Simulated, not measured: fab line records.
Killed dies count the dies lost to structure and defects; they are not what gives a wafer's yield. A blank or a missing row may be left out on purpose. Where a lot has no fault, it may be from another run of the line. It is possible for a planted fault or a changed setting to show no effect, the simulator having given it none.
fab line records ; flow nand_harc
[record] lots = 14; wafers = 40; last_day = 34
route steps=1302 shown A_CONTACT@1089
lots with no fault: from the same line, run without faults
start_h: hours from the record's first day to the start of the lot's first wafer shown ; wait_h: hours elapsed since this lot's preceding step ; " repeats the value in the row above ; L1.1+2: several wafers, shown together as one row ; - either no value or no given start ; * or withheld: withheld ; < > ~ a bound
route shown NAME@n: a module of which the file shows steps, and the number in the route of the first ; usual: mean/standard deviation taken from wafers without a fault ; same: alike in all rows ; chamber/n: place in a boat ; sites: readings site by site ; _std_site: standard deviation across them ; _edge_site: inner sites' mean taken away from outer sites' mean ; radius_mm: for every site, how far away it sits from the centre of the wafer ; mask NAME#n: copy n ; behind: the most recent tool/chamber to have shaped the wafer ; hold: what put the lot on hold/how long, in hours/how the hold closed ; device: transistor that didn't switch, given as n, p or np ; end of line: the route-end tests of the same wafers ; a step without rows: its recipe alone ; killed: dies that structure and defects cost at the first sort, which is not the same as the wafer's yield ; map: the dies of a wafer, with x for killed, . for not killed, _ for no die there
set.NAME: the setting as run; set.NAME@STEP: as run at that earlier step ; model.NAME: the simulator's own value behind a step, which no gauge read
the route's steps for a sample of lots (tables are steps, rows are wafers)
services: a tool's chamber out of use, with start hour (start_h, from the record's first day; less than 0 if before it), hours out, and reason
[[steps]]
[step NHARC_A_CONTACT_ETCH_137]
[recipe] source_w = withheld; pressure_mtorr = 20; bias_v = 1200; time_s = 311; target_depth_a = 19120; ar_flow_sccm = withheld; c4f8_flow_sccm = withheld; o2_flow_sccm = withheld; chemistry = C4F8/O2/Ar
lot.wafer;tool;chamber;start_h;wait_h;rf_hours_counter_h
L698.2;har_cap_etch-03;0;541.18;0.2;44
L698.1;har_cap_etch-03;1;541.18;0.2;44
L698.4;har_cap_etch-03;0;541.18;0.2;-
L697.1;har_cap_etch-02;0;541.76;0.2;93
L697.3;har_cap_etch-02;0;541.76;0.2;-
L697.4;har_cap_etch-02;1;541.76;0.2;-
L700.1;har_cap_etch-01;1;556.22;0.3;9
L700.3;har_cap_etch-01;1;556.22;0.3;-
L700.4;har_cap_etch-01;0;556.22;0.3;-
L699.2;har_cap_etch-02;1;557.90;0.2;99
L699.1;har_cap_etch-02;0;557.90;0.2;99
L699.6;har_cap_etch-02;1;557.90;0.2;-
L701.2;har_cap_etch-03;0;566.79;0.2;51
L701.3;har_cap_etch-03;0;566.79;0.2;-
L701.5;har_cap_etch-03;1;566.79;0.2;-
L703.4;har_cap_etch-01;1;581.05;0.3;-
L703.5;har_cap_etch-01;1;581.05;0.3;-
L703.6;har_cap_etch-01;0;581.05;0.3;-
L702.4;har_cap_etch-03;1;583.79;0.2;-
L702.3;har_cap_etch-03;0;583.79;0.2;-
L702.6;har_cap_etch-03;1;583.79;0.2;-
L705.2;har_cap_etch-03;0;600.60;0.2;58
L705.3;har_cap_etch-03;0;600.60;0.2;-
L705.5;har_cap_etch-03;1;600.60;0.2;-
L708.2;har_cap_etch-03;1;633.58;0.2;64
L708.6;har_cap_etch-03;1;633.58;0.2;-
L712.4;har_cap_etch-02;0;657.33;0.2;-
L712.6;har_cap_etch-02;0;657.33;0.2;-
L716.2;har_cap_etch-02;0;707.26;0.3;127
L716.4;har_cap_etch-02;0;707.26;0.3;-
L716.6;har_cap_etch-02;1;707.26;0.3;-
L718.1;har_cap_etch-03;0;729.98;0.3;83
L718.2;har_cap_etch-03;1;729.98;0.3;83
L718.5;har_cap_etch-03;0;729.98;0.3;-
L719.1;har_cap_etch-03;0;739.64;0.2;84
L719.3;har_cap_etch-03;0;739.64;0.2;-
L719.5;har_cap_etch-03;1;739.64;0.2;-
L720.2;har_cap_etch-02;0;753.73;0.2;134
L720.3;har_cap_etch-02;0;753.73;0.2;-
L720.6;har_cap_etch-02;1;753.73;0.2;-
[step NHARC_A_CONTACT_ETCH_139]
[recipe] source_w = withheld; pressure_mtorr = 20; bias_v = 400; time_s = 195; target_depth_a = 8400; ar_flow_sccm = withheld; c4f8_flow_sccm = 11.5; o2_flow_sccm = 7.2; chemistry = C4F8/O2/Ar
lot.wafer;tool;chamber;start_h;wait_h;rf_hours_counter_h
L698.2;har_cap_etch-03;0;541.71;0.2;44
L698.1;har_cap_etch-03;1;541.71;0.2;44
L698.4;har_cap_etch-03;0;541.71;0.2;-
L697.1;har_cap_etch-02;0;542.31;0.2;94
L697.3;har_cap_etch-02;0;542.31;0.2;-
L697.4;har_cap_etch-02;1;542.31;0.2;-
L700.1;har_cap_etch-01;1;556.95;0.3;10
L700.3;har_cap_etch-01;1;556.95;0.3;-
L700.4;har_cap_etch-01;0;556.95;0.3;-
L699.2;har_cap_etch-02;1;558.44;0.2;99
L699.1;har_cap_etch-02;0;558.44;0.2;99
L699.6;har_cap_etch-02;1;558.44;0.2;-
L701.2;har_cap_etch-03;0;567.33;0.2;52
L701.3;har_cap_etch-03;0;567.33;0.2;-
L701.5;har_cap_etch-03;1;567.33;0.2;-
L703.4;har_cap_etch-01;1;581.77;0.3;-
L703.5;har_cap_etch-01;1;581.77;0.3;-
L703.6;har_cap_etch-01;0;581.77;0.3;-
L702.4;har_cap_etch-03;1;584.34;0.2;-
L702.3;har_cap_etch-03;0;584.34;0.2;-
L702.6;har_cap_etch-03;1;584.34;0.2;-
L705.2;har_cap_etch-03;0;601.14;0.2;58
L705.3;har_cap_etch-03;0;601.14;0.2;-
L705.5;har_cap_etch-03;1;601.14;0.2;-
L708.2;har_cap_etch-03;1;634.12;0.2;65
L708.6;har_cap_etch-03;1;634.12;0.2;-
L712.4;har_cap_etch-02;0;657.88;0.2;-
L712.6;har_cap_etch-02;0;657.88;0.2;-
L716.2;har_cap_etch-02;0;707.98;0.3;128
L716.4;har_cap_etch-02;0;707.98;0.3;-
L716.6;har_cap_etch-02;1;707.98;0.3;-
L718.1;har_cap_etch-03;0;730.69;0.3;83
L718.2;har_cap_etch-03;1;730.69;0.3;83
L718.5;har_cap_etch-03;0;730.69;0.3;-
L719.1;har_cap_etch-03;0;740.36;0.3;85
L719.3;har_cap_etch-03;0;740.36;0.3;-
L719.5;har_cap_etch-03;1;740.36;0.3;-
L720.2;har_cap_etch-02;0;754.27;0.2;135
L720.3;har_cap_etch-02;0;754.27;0.2;-
L720.6;har_cap_etch-02;1;754.27;0.2;-
[step NHARC_A_CONTACT_ETCH_92]
[recipe] target_depth_a = 400; over_etch_frac = 0.5; time_s = 85.7; ion_energy_ev = 120; ch3f_flow_sccm = 50; o2_flow_sccm = 30; ar_flow_sccm = 200; rf_w = 500; bias_w = 100; chemistry = CH3F/O2
[usual] drypump_motor_current_A = 5.8/0.56; oes_product_au = 0.938/0.026; rf_vpp_V = 244.1/1.8; showerhead_plenum_p_Torr = 2.45/0.12; throttle_valve_pct = 20.663/0.0091
lot.wafer;tool;chamber;start_h;wait_h;drypump_motor_current_A;oes_product_au;rf_hours_counter_h;rf_vpp_V;showerhead_plenum_p_Torr;throttle_valve_pct
L698.4;rie_diel-02;3;542.28;0.4;5.8;0.923;19;243.0;2.42;20.654
L698.2;rie_diel-02;0;542.28;0.4;4.8;0.925;21;242.8;2.37;20.659
L698.1;rie_diel-02;1;542.28;0.4;5.8;0.917;22;245.3;2.55;20.667
L697.4;rie_diel-06;2;542.88;0.4;5.8;0.927;14;244.6;2.49;20.674
L697.3;rie_diel-06;3;542.88;0.4;5.5;0.924;14;240.9;2.29;20.671
L697.1;rie_diel-06;0;542.88;0.4;5.8;0.923;11;244.5;2.36;20.657
L700.3;rie_diel-05;2;557.60;0.5;6.3;0.928;61;241.2;2.27;20.649
L700.4;rie_diel-05;3;557.60;0.5;6.4;0.933;58;242.3;2.28;20.673
L700.1;rie_diel-05;0;557.60;0.5;5.4;0.945;57;246.3;2.64;20.666
L699.1;rie_diel-06;3;559.01;0.5;5.5;0.934;18;241.6;2.29;20.682
L699.2;rie_diel-06;1;559.01;0.5;6.5;0.937;20;243.2;2.36;20.667
L699.6;rie_diel-06;2;559.01;0.5;5.8;0.926;-;243.9;2.49;20.664
L701.2;rie_diel-02;1;567.85;0.5;5.8;0.925;28;246.0;2.54;20.667
L701.3;rie_diel-02;3;567.85;0.5;5.8;0.943;26;243.7;2.42;20.660
L701.5;rie_diel-02;1;567.85;0.5;5.8;0.929;-;245.3;2.54;20.657
L703.4;rie_diel-02;1;582.33;0.5;5.8;0.995;0;246.6;2.54;20.654
L703.6;rie_diel-02;3;582.33;0.5;5.8;1.005;-;243.4;2.42;20.653
L703.5;rie_diel-02;0;582.33;0.5;4.8;0.995;-;242.9;2.37;20.646
L702.4;rie_diel-02;1;584.83;0.5;5.8;1.008;0;244.9;2.54;20.663
L702.3;rie_diel-02;2;584.83;0.5;6.3;1.010;0;241.8;2.31;20.669
L702.6;rie_diel-02;0;584.83;0.5;4.8;0.990;-;243.7;2.37;20.667
L705.2;rie_diel-05;2;601.69;0.5;6.4;0.932;2;247.2;2.66;20.670
L705.3;rie_diel-05;0;601.69;0.5;5.4;0.939;1;247.1;2.63;20.652
L705.5;rie_diel-05;2;601.69;0.5;6.4;0.929;-;245.4;2.66;20.673
L708.2;rie_diel-02;0;634.65;0.5;4.8;0.936;8;244.2;2.36;20.664
L708.6;rie_diel-02;3;634.65;0.5;5.8;0.942;-;243.9;2.42;20.675
L712.4;rie_diel-02;1;658.31;0.4;5.8;0.927;13;245.7;2.54;20.667
L712.6;rie_diel-02;1;658.31;0.4;5.8;0.926;-;245.9;2.54;20.682
L716.4;rie_diel-05;1;708.63;0.5;5.0;0.913;44;246.5;2.60;20.649
L716.2;rie_diel-05;0;708.63;0.5;5.4;0.921;34;245.8;2.62;20.668
L716.6;rie_diel-05;2;708.63;0.5;6.4;0.922;-;246.3;2.64;20.673
L718.2;rie_diel-02;2;731.36;0.5;6.4;0.936;29;241.5;2.30;20.650
L718.1;rie_diel-02;3;731.36;0.5;5.8;0.921;27;242.7;2.41;20.644
L718.5;rie_diel-02;2;731.36;0.5;6.3;0.935;-;242.6;2.30;20.665
L719.3;rie_diel-06;3;741.02;0.5;5.6;1.010;24;247.7;2.65;20.673
L719.1;rie_diel-06;2;741.02;0.5;5.8;1.006;23;245.2;2.47;20.677
L719.5;rie_diel-06;3;741.02;0.5;5.5;1.004;-;247.6;2.65;20.682
L720.3;rie_diel-06;2;754.83;0.4;5.8;0.929;27;244.3;2.46;20.659
L720.2;rie_diel-06;1;754.83;0.4;6.5;0.923;28;243.5;2.34;20.667
L720.6;rie_diel-06;3;754.83;0.4;5.5;0.925;-;247.2;2.65;20.642
[step NHARC_A_CONTACT_ETCH_98]
[recipe] target_depth_a = 200; over_etch_frac = 0.5; time_s = 10; ion_energy_ev = 250; c4f6_flow_sccm = 25; o2_flow_sccm = 20; ar_flow_sccm = 500; rf_w = 600; bias_w = 500; chemistry = C4F6/O2
[usual] drypump_motor_current_A = 5.8/0.55; oes_product_au = 0.958/0.02; rf_vpp_V = 546/3.9; showerhead_plenum_p_Torr = 3.90/0.19; throttle_valve_pct = 26.904/0.0091
lot.wafer;tool;chamber;start_h;wait_h;drypump_motor_current_A;oes_product_au;rf_hours_counter_h;rf_vpp_V;showerhead_plenum_p_Torr;throttle_valve_pct
L698.2;rie_diel-02;3;542.41;-;5.8;0.942;19;546;3.87;26.882
L698.1;rie_diel-02;0;542.41;-;4.8;0.930;21;545;3.79;26.907
L698.4;rie_diel-02;1;542.41;-;5.8;0.939;22;549;4.06;26.891
L697.3;rie_diel-06;3;543.00;-;5.6;0.946;14;541;3.67;26.908
L697.1;rie_diel-06;0;543.00;-;5.8;0.930;11;543;3.78;26.907
L697.4;rie_diel-06;2;543.00;-;5.8;0.947;14;547;3.97;26.900
L700.3;rie_diel-05;1;557.74;-;5.0;0.954;48;552;4.16;26.907
L700.1;rie_diel-05;2;557.74;-;6.4;0.966;61;541;3.64;26.911
L700.4;rie_diel-05;3;557.74;-;6.5;0.962;58;541;3.65;26.905
L699.1;rie_diel-06;2;559.13;-;5.8;0.937;18;548;3.97;26.904
L699.2;rie_diel-06;0;559.13;-;5.8;0.930;15;543;3.77;26.905
L699.6;rie_diel-06;2;559.13;-;5.8;0.943;-;547;3.97;26.904
L701.2;rie_diel-02;0;567.99;-;4.8;0.957;27;545;3.79;26.909
L701.3;rie_diel-02;3;567.99;-;5.8;0.968;26;547;3.86;26.893
L701.5;rie_diel-02;0;567.99;-;4.8;0.949;-;545;3.79;26.907
L703.4;rie_diel-02;2;582.44;-;6.4;1.007;0;542;3.70;26.903
L703.6;rie_diel-02;0;582.44;-;4.8;0.997;-;545;3.79;26.899
L703.5;rie_diel-02;1;582.44;-;5.8;1.012;-;549;4.05;26.909
L702.3;rie_diel-02;3;584.94;-;5.9;1.007;0;546;3.86;26.895
L702.4;rie_diel-02;1;584.94;-;5.8;1.003;0;549;4.05;26.899
L702.6;rie_diel-02;3;584.94;-;5.9;1.007;-;546;3.86;26.890
L705.2;rie_diel-05;1;601.83;-;4.9;0.949;1;552;4.16;26.903
L705.3;rie_diel-05;0;601.83;-;5.4;0.958;1;552;4.19;26.908
L705.5;rie_diel-05;1;601.83;-;4.9;0.948;-;552;4.16;26.910
L708.2;rie_diel-02;0;634.78;-;4.8;0.956;8;544;3.78;26.908
L708.6;rie_diel-02;3;634.78;-;5.8;0.784;-;546;3.86;26.908
L712.4;rie_diel-02;3;658.44;-;5.9;0.755;13;544;3.86;26.905
L712.6;rie_diel-02;1;658.44;-;5.8;0.770;-;548;4.04;26.897
L716.4;rie_diel-05;3;708.76;-;6.4;0.942;41;553;4.20;26.908
L716.2;rie_diel-05;1;708.76;-;5.0;0.941;44;551;4.13;26.886
L716.6;rie_diel-05;0;708.76;-;5.4;0.938;-;552;4.16;26.921
L718.1;rie_diel-02;2;731.48;-;6.3;0.955;29;542;3.68;26.902
L718.2;rie_diel-02;3;731.48;-;5.9;0.944;27;546;3.85;26.906
L718.5;rie_diel-02;3;731.48;-;5.9;0.951;-;546;3.85;26.891
L719.1;rie_diel-06;1;741.16;-;6.5;0.998;23;543;3.75;26.901
L719.3;rie_diel-06;2;741.16;-;5.9;1.006;23;548;3.94;26.904
L719.5;rie_diel-06;2;741.16;-;5.8;1.004;-;547;3.94;26.898
L720.3;rie_diel-06;0;754.97;-;5.8;0.944;28;544;3.74;26.904
L720.2;rie_diel-06;1;754.97;-;6.5;0.941;28;543;3.74;26.905
L720.6;rie_diel-06;1;754.97;-;6.5;0.951;-;542;3.74;26.888
[[services]]
tool;chamber;start_h;hours;kind
rie_diel-02;0;525.79;-;clean
rie_diel-02;1;525.79;-;clean
rie_diel-02;2;525.79;-;clean
rie_diel-02;3;525.79;-;clean
rie_diel-06;-;545.51;0.6;repair
rie_diel-02;0;550.62;-;clean
rie_diel-02;1;550.62;-;clean
rie_diel-02;2;550.62;-;clean
rie_diel-02;3;550.62;-;clean
rie_diel-02;-;571.20;9.0;pm
rie_diel-02;0;571.20;9.0;vent_cycle
rie_diel-02;1;571.20;9.0;vent_cycle
rie_diel-05;-;583.68;9.0;pm
rie_diel-02;0;587.88;3.2;repair
rie_diel-02;3;609.61;14.8;repair
rie_diel-05;0;637.01;11.8;repair
rie_diel-02;1;642.23;10.7;repair
rie_diel-02;0;651.71;1.5;repair
rie_diel-06;-;661.27;9.0;pm
rie_diel-02;2;684.20;5.6;repair
rie_diel-05;2;713.97;2.4;repair
rie_diel-06;0;721.43;1.9;repair
rie_diel-02;-;748.20;9.0;pm
har_cap_etch-02;-;754.55;17.0;pm
[[key]]
[first_sign] step = NHARC_A_CONTACT_ETCH_98; reading = oes_product_au; direction = down; sigmas = 9.3; usual = 0.958; struck = 0.770
effect none on later readings
met_at NHARC_A_CONTACT_ETCH_98
struck_lots L708,L712
struck_wafers L708.6,L712.4,L712.6
sort_left_out L708.6,L712.4,L712.6
tester_left_out L708,L712
not_acting_at NHARC_A_CONTACT_ETCH_137,NHARC_A_CONTACT_ETCH_139,NHARC_A_CONTACT_ETCH_92
onset_between 584.94 634.78
[fault] kind = process_parameter_drift; tool = rie_diel-02; chamber = -; onset_h = 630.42; steps = NHARC_A_CONTACT_ETCH_98; channel = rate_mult; offset = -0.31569; shape = step; end_h = 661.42; scope = struck_wafers_only
// tester_left_out: of these lots the tester's yield and bins aren't shown, on N5 and GAA mostly nor the transistor test; their killed dies are dies lost to structure and defects alone, not to doping, threshold or leakage, so they don't give the yield
// sort_left_out: the simulated sort isn't trusted on such a fault, so these wafers' sort isn't shown, and their yield isn't known
